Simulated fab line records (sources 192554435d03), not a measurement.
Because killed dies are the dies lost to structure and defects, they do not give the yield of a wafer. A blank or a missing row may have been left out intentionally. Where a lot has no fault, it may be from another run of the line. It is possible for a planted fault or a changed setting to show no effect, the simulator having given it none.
What tool caused it? ; flow n5-finfet ; 10 lots with 28 wafers sampled at 6 steps, on a route of 1938 steps

## WHAT EACH GAUGE READ, for each wafer
N5_BEOL_M0_OCD_MEAS_108. Usual: trench-depth-nm 32.7 nm, standard deviation 0.59.
lot;measured;on;trench-depth-nm (nm);flag
L518;day 7 09:09;ocd-01;32.6 32.3 32.8;
L520;day 7 15:46;ocd-02;33.0 32.9 32.5;
L521;day 8 00:38;ocd-02;32.7 33.1;
L522;day 8 03:49;ocd-01;32.5 31.8;
L530;day 10 08:40;ocd-02;33.3 33.7 33.4;
L531;day 10 12:41;ocd-02;33.5 33.4 33.2;
L532;day 10 12:48;ocd-01;32.3 32.6 33.1;
L533;day 10 17:28;ocd-01;33.0 32.5 33.4;
L535;day 11 10:14;ocd-01;32.7 32.3 32.4;
L536;day 11 13:49;ocd-01;32.5 32.7 33.1;

N5_BEOL_M0_INSPECT_127: inspects for defects (darkfield). Usual: raw-defect-count 69, standard deviation 23.
lot;measured;on;raw-defect-count;flag
L518;day 7 12:47;defect-inspect-01;103 54 81;
L520;day 7 19:44;defect-inspect-01;46 3504 61;OFF
L521;day 8 04:37;defect-inspect-01;78 3537;OFF
L522;day 8 06:17;defect-inspect-01;3478 3519;OFF
L530;day 10 12:26;defect-inspect-01;59 76 57;
L531;day 10 15:23;defect-inspect-02;92 98 62;
L532;day 10 16:47;defect-inspect-01;56 45 71;
L533;day 10 20:32;defect-inspect-02;70 61 119;
L535;day 11 15:21;defect-inspect-02;80 155 138;
L536;day 11 17:05;defect-inspect-02;63 40 55;

N5_BEOL_M4_RC_MEAS_101. Usual: DIBL_N 36.5 mV/V, standard deviation 1.4; DIBL_P 36.9 mV/V, standard deviation 1.7; IOFF_N 0.163 nA/um, standard deviation 0.023; IOFF_P 0.22 nA/um, standard deviation 0.032; ION_N 673 uA/um, standard deviation 9; ION_P 462 uA/um, standard deviation 7.5; SS_N 71.6 mV/dec, standard deviation 0.54; SS_P 73.4 mV/dec, standard deviation 0.62; VT_N 249.8 mV, standard deviation 2.8; VT_P -250 mV, standard deviation 3.5.
lot;measured;on;DIBL_N (mV/V);DIBL_P (mV/V);IOFF_N (nA/um);IOFF_P (nA/um);ION_N (uA/um);ION_P (uA/um);SS_N (mV/dec);SS_P (mV/dec);VT_N (mV);VT_P (mV);flag
L518;day 9 18:32;prober-02;37.1 38.0 38.9;37.7 39.2 40.3;0.158 0.177 0.197;0.21 0.23 0.26;673 682 686;458 465 460;71.7 71.6 72.0;73.4 73.7 74.4;250.3 247.7 247.2;-253 -250 -249;
L520;day 9 18:59;prober-01;36.0 37.8;35.8 37.7;0.153 0.179;0.19 0.21;673 684;455 457;72.0 72.0;73.9 73.6;249.3 245.8;-253 -253;
L521;day 9 21:07;prober-01;36.0;37.5;0.176;0.25;676;468;71.8;74.1;248.6;-244;
L530;day 12 12:41;prober-02;36.8 36.8 37.8;38.5 38.7 40.1;0.174 0.182 0.198;0.21 0.24 0.25;686 684 688;462 470 467;71.9 71.7 72.4;73.5 73.6 73.6;247.8 248.8 244.6;-251 -248 -246;
L531;day 12 16:38;prober-01;37.0 38.6 38.9;38.6 40.0 39.9;0.158 0.175 0.186;0.21 0.22 0.23;673 676 676;466 457 459;71.4 72.2 72.4;73.5 73.9 74.1;249.6 251.9 250.7;-250 -253 -251;
L532;day 12 13:56;prober-01;33.6 35.3 33.0;35.0 36.8 34.3;0.123 0.146 0.114;0.19 0.21 0.18;658 678 657;461 464 461;70.9 71.4 71.1;72.6 73.4 73.1;255.1 253.1 255.0;-251 -252 -256;
L533;day 12 18:17;prober-02;37.8 35.1 34.4;39.6 36.1 35.9;0.191 0.142 0.128;0.22 0.17 0.17;679 671 656;457 448 454;71.9 71.0 70.8;74.2 73.7 73.8;247.5 251.1 255.7;-252 -258 -254;
L535;day 13 21:52;prober-02;37.4 35.0 37.4;36.8 33.4 36.2;0.154 0.117 0.156;0.21 0.16 0.20;669 668 664;464 456 455;71.8 71.4 71.9;73.0 72.8 73.4;251.2 254.7 252.8;-249 -253 -249;
L536;day 13 15:49;prober-02;37.3 38.3 37.7;36.0 37.0 35.6;0.184 0.213 0.183;0.25 0.29 0.25;675 673 673;464 460 462;71.8 71.7 72.7;73.7 74.9 74.1;246.7 245.4 249.9;-246 -246 -247;

## TOOL THAT RAN EACH LOT (tool first, then ch and the chambers of the sampled wafers, then the start)
lot;N5_BEOL_M0_DEGAS_112;N5_BEOL_M0_SPUTTER_134;N5_BEOL_M0_CMP_120
L518;pvd-sputter-03, day 7 10:51;pvd-sputter-01, day 7 11:35;cmp-01 ch 0,2,3, day 7 12:14
L520;pvd-sputter-03, day 7 16:28;pvd-sputter-01, day 7 17:28;cmp-01 ch 0,1,3, day 7 19:14
L521;pvd-sputter-01, day 8 02:32;pvd-sputter-01, day 8 03:22;cmp-01 ch 0,3, day 8 04:02
L522;pvd-sputter-01, day 8 04:11;pvd-sputter-02, day 8 05:07;cmp-01 ch 1, day 8 05:43
L530;pvd-sputter-01, day 10 09:51;pvd-sputter-02, day 10 11:14;cmp-03 ch 0,1,2, day 10 11:56
L531;pvd-sputter-02, day 10 13:04;pvd-sputter-01, day 10 13:50;cmp-03 ch 1,2, day 10 14:48
L532;pvd-sputter-01, day 10 13:05;pvd-sputter-03, day 10 15:35;cmp-02 ch 0,1,2, day 10 16:14
L533;pvd-sputter-01, day 10 18:32;pvd-sputter-02, day 10 19:21;cmp-02 ch 0,2,3, day 10 19:58
L535;pvd-sputter-02, day 11 13:19;pvd-sputter-02, day 11 14:09;cmp-01 ch 0,1,3, day 11 14:50
L536;pvd-sputter-01, day 11 14:42;pvd-sputter-01, day 11 15:48;cmp-03 ch 1,2, day 11 16:31
- N5_BEOL_M0_DEGAS_112: time 60 s.
- N5_BEOL_M0_SPUTTER_134: material Cu, target thk 4 nm, time 7.37 s.
- N5_BEOL_M0_CMP_120: polishes, stops on SiOC, t overpolish 6.9 s.

## AS READ BY THE TOOLS THEMSELVES (means over the sampled wafers that have a number; for cases with no such wafer, the mark the record gives instead)
N5_BEOL_M0_DEGAS_112. Usual: heater-power-w 334 W, standard deviation 32.
lot;tool;heater-power-w (W);flag
L518;pvd-sputter-03;342;
L520;pvd-sputter-03;362;
L521;pvd-sputter-01;324;
L522;pvd-sputter-01;298;
L530;pvd-sputter-01;331;
L531;pvd-sputter-02;309;
L532;pvd-sputter-01;340;
L533;pvd-sputter-01;321;
L535;pvd-sputter-02;310;
L536;pvd-sputter-01;342;

N5_BEOL_M0_SPUTTER_134. Usual: throttle-valve-pct 29.6 %, standard deviation 1.2.
lot;tool;throttle-valve-pct (%);flag
L518;pvd-sputter-01;29.4;
L520;pvd-sputter-01;28.8;
L521;pvd-sputter-01;29.6;
L522;pvd-sputter-02;30.6;
L530;pvd-sputter-02;30.3;
L531;pvd-sputter-01;29.3;
L532;pvd-sputter-03;30.2;
L533;pvd-sputter-02;30.4;
L535;pvd-sputter-02;30.3;
L536;pvd-sputter-01;29.8;

N5_BEOL_M0_CMP_120. Usual: barrier-field-endpoint-s 3.60 s, standard deviation 0.099; motor-current-A 6.0 A, standard deviation 0.67; overpolish-run-s 6.901 s, standard deviation 0.0097; slurry-filter-dp-kPa 13.50 kPa, standard deviation 0.14; time-to-endpoint-s 61.7 s, standard deviation 2.8.
lot;tool;barrier-field-endpoint-s (s);motor-current-A (A);overpolish-run-s (s);slurry-filter-dp-kPa (kPa);time-to-endpoint-s (s);flag
L518;cmp-01;3.49;5.8;6.904;13.51;61.5;
L520;cmp-01;4.78;5.4;6.896;13.65;66.8;OFF
L521;cmp-01;5.46;5.8;6.905;13.70;71.7;OFF
L522;cmp-01;7.20;4.8;6.899;13.48;81.2;OFF
L530;cmp-03;3.68;6.1;6.903;13.55;62.0;
L531;cmp-03;3.61;6.2;6.906;13.38;62.1;
L532;cmp-02;3.65;6.7;6.903;13.40;60.0;
L533;cmp-02;3.52;6.4;6.902;13.58;60.0;
L535;cmp-01;3.63;5.4;6.890;13.39;66.2;
L536;cmp-03;3.75;6.0;6.894;13.56;61.3;

## THE ANSWER, worked out from the rows above alone
Rule: lot off if the mean of its wafers having a number is beyond 3 standard deviations from the usual mean. A lot without any number at a reading at which 4 lots or more have one is off too. Any other lot the step has rows for is counted as sound. First the gauges in route order, then the tools' own readings, where a lot's mean is used as printed above. At the first step where some lot is off, the reading lying furthest off is the one used; lots without a number count as furthest.
Off: L520, L521, L522 (N5_BEOL_M0_INSPECT_127, raw-defect-count).
If a tool, at a process step before that reading, ran all the lots that are off and no sound lot after the first of them, it fits. Not tried: the gauges at N5_BEOL_M0_INSPECT_127; whatever is off there is also off at N5_BEOL_M0_CMP_120, on other tools, and gauge error can't account for it. None of those tried fits.

## WHAT WAS PUT IN BY THE SIMULATOR
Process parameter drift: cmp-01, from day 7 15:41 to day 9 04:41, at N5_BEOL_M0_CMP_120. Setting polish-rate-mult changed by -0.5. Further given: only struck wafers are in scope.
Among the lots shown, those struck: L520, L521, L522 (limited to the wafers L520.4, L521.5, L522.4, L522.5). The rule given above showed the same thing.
